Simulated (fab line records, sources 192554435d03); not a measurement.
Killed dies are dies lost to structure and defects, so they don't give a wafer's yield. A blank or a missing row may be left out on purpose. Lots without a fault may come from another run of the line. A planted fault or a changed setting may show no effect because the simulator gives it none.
Which tool did it? | flow n5_finfet | 11 lots, 33 wafers sampled, at 4 steps of a route of 1938

WHAT THE GAUGES READ, wafer by wafer
N5_BEOL_M0_SAQP_OVL_MEAS_15.
lot  | measured     | on         | M0_CORE_OVL (nm)
L075 | day 5 20:52  | overlay-02 | -1.3 -1.6 -1.1
L077 | day 6 06:16  | overlay-02 | -0.3 0.6 -0.3
L079 | day 6 17:37  | overlay-02 | 0.1 -0.1 -0.1
L081 | day 7 02:14  | overlay-02 | -0.3 0.7 -1.3
L083 | day 7 17:34  | overlay-02 | -1.1 -0.2 -0.8
L085 | day 8 04:08  | overlay-02 | -0.1 1.1 0.4
L087 | day 8 23:19  | overlay-01 | -1.3 -0.9 -2.0
L090 | day 9 12:17  | overlay-01 | 0.7 0.6 0.6
L092 | day 10 02:59 | overlay-02 | 0.2 -1.4 0.2
L094 | day 10 09:19 | overlay-02 | -2.1 -1.7 -1.3
L096 | day 11 00:22 | overlay-02 | 1.1 0.2 0.4

WHICH TOOL RAN EACH LOT (tool, then ch and the chambers of the sampled wafers, then the start)
lot  | N5_MOL_CONTACT_COAG_STRIP_72      | N5_MOL_CONTACT_COAG_CVD_140   | N5_BEOL_M0_SAQP_PECVD_96
L075 | rie_diel-03 ch 0,1,3, day 5 15:34 | cvd_w-01 ch 0,1, day 5 15:56  | pecvd-01 ch 0,1,2, day 5 20:10
L077 | rie_diel-02 ch 0,1,2, day 6 01:07 | cvd_w-01 ch 0,1, day 6 01:28  | pecvd-03 ch 1,2, day 6 05:42
L079 | rie_diel-06 ch 1,2,3, day 6 11:50 | cvd_w-02 ch 0,1, day 6 12:17  | pecvd-03 ch 0,2, day 6 16:56
L081 | rie_diel-03 ch 0,1,2, day 6 20:32 | cvd_w-01 ch 0,1, day 6 20:53  | pecvd-01 ch 0,1, day 7 01:40
L083 | rie_diel-03 ch 0,1,2, day 7 10:58 | cvd_w-02 ch 0,1, day 7 11:20  | pecvd-01 ch 0,1,2, day 7 16:59
L085 | rie_diel-02 ch 0,1,2, day 7 22:46 | cvd_w-02 ch 1, day 7 23:08    | pecvd-02 ch 0,1, day 8 03:34
L087 | rie_diel-03 ch 0,1,2, day 8 17:23 | cvd_w-01 ch 0,1, day 8 17:46  | pecvd-02 ch 0,1,2, day 8 22:44
L090 | rie_diel-02 ch 0,2, day 9 03:10   | cvd_w-01 ch 0,1, day 9 03:31  | pecvd-03 ch 1, day 9 11:19
L092 | rie_diel-06 ch 0,1,2, day 9 21:15 | cvd_w-01 ch 0,1, day 9 21:37  | pecvd-01 ch 0,2, day 10 02:17
L094 | rie_diel-06 ch 1,3, day 10 02:18  | cvd_w-02 ch 0,1, day 10 02:40 | pecvd-01 ch 0,1, day 10 08:45
L096 | rie_diel-03 ch 1,3, day 10 19:07  | cvd_w-01 ch 0,1, day 10 19:30 | pecvd-01 ch 0,2, day 10 23:47
- N5_MOL_CONTACT_COAG_STRIP_72: strips in N2/H2.
- N5_MOL_CONTACT_COAG_CVD_140: deposits W, target thk 66.5 nm, time 215 s.
- N5_BEOL_M0_SAQP_PECVD_96: deposits a-Si from SiH4/He, target thk 45 nm, time 45.2 s.

THE ANSWER, worked out from the rows above alone
Rule: what is usual is taken from the lots themselves. Put in order of their means at a reading, lots are off if they are a third of the lots or fewer, leave a main group of 4 or more, and stand apart from it by a gap of 3 or more times the standard deviation of the main group's means; of several such gaps the widest counts. A main group whose means are all the same, to the digits that the tables above print for the reading, isn't used. A lot without any number at a reading at which 4 lots or more have one is off too. The other lots that the step has rows for count as sound.
No lot is off at any reading shown: from this, nothing can be told.

WHAT THE SIMULATOR HAD PUT IN
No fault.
